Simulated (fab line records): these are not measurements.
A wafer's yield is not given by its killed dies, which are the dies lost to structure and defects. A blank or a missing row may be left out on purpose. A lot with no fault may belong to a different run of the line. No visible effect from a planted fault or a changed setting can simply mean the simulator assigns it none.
Struck lot and sound lot, side by side :: flow nandHarc :: 14 steps out of a route of 1159
Sound: the wafers L618.2, L618.3, L618.5. Struck: wafer L607.6 (left out: L607.1, L607.3 of the same lot, which were not struck); the cause appears at the end.
Order at every step that has rows: each side's tool, ch and its chambers, its first start. Under that, the readings that differ: sound wafers :: struck wafers :: difference of the means :: sigmas: that difference in standard deviations of wafers without a fault.
alike: words and numbers the same on both sides, and readings whose means are apart by under 2 such deviations; not compared: readings that were withheld, readings missing a value for some wafer, numbers with overlapping values and no deviation given by the record, and bounds like >300 which may hide the same value.
A row with sigmas, a row that says differs or no value, or rows on one side alone: a step with any of these is where the two part. When numbers do not overlap yet have no deviation, they are printed without sigmas and do not part them. Lack of a reading on every wafer of one side parts them only where that side has two or more wafers.

NHARC_A_ZERO_WELL_INSPECT_17:
  sound on defectInspect-01 at day 11 22:03; struck on defectInspect-02 at day 9 05:01
  alike: rawDefectCount
then, 3 steps without rows for these wafers: NHARC_A_SOURCE_PLATE_PRECLEAN_00 (cleans in HF-LAST, time 60 s); NHARC_A_SOURCE_PLATE_SRD_01; NHARC_A_SOURCE_PLATE_OXIDE_02 (material SiO2, target thk 10 nm, ox time 1362 s).
NHARC_A_SOURCE_PLATE_THK_MEAS_09: measures by ellipsometry.
  sound on filmMetro-02 at day 12 05:19; struck on filmMetro-02 at day 9 12:10
  alike: thkNm
then, 3 steps without rows for these wafers: NHARC_A_SOURCE_PLATE_PVD_04 (deposits WSi2, target thk 50 nm); NHARC_A_SOURCE_PLATE_CVD_03 (deposits poly-Si, target thk 200 nm, time 4000 s); NHARC_A_SOURCE_PLATE_ANNEAL_05 (time 1800 s).
NHARC_A_SOURCE_PLATE_THK_MEAS_06: measures by ellipsometry.
  sound on filmMetro-01 at day 12 18:38; struck on filmMetro-02 at day 10 02:06
  alike: thkNm
NHARC_A_SOURCE_PLATE_INSPECT_08:
  sound on defectInspect-01 at day 12 18:42; struck on defectInspect-01 at day 10 02:13
  alike: rawDefectCount
NHARC_A_ONON_D1_DEP_00: target thk 1000 nm.
  sound on pecvdOnon-04 ch 0, day 12 18:50; struck on pecvdOnon-04 ch 0, day 10 02:16
  alike: n2FlowSccm
NHARC_A_ONON_D1_THK_MEAS_02: measures by ellipsometry.
  sound on filmMetro-02 at day 12 19:17; struck on filmMetro-02 at day 10 02:47
reading: thkNm (nm)
sound: 1003 1003 1004
struck: 1039
difference: +36
sigmas: +3
after that, 1 step with no rows for these wafers: NHARC_A_ONON_D1_DEP_03 (target thk 1000 nm).
-- record jumps: 12 days between struck wafers' starts before vs after; left off in module A_ONON_D1, resumes in module END, first step shown is number 1159 of the route --
NHARC_END_SORT_01:
  the record has rows for the struck wafers here (prober-01 ch 0, day 22 10:24) and none for the sound ones

WHERE THEY PART
Last at NHARC_END_SORT_01 as far as this record goes, first at NHARC_A_ONON_D1_THK_MEAS_02.

WHY: the cause the simulator had injected
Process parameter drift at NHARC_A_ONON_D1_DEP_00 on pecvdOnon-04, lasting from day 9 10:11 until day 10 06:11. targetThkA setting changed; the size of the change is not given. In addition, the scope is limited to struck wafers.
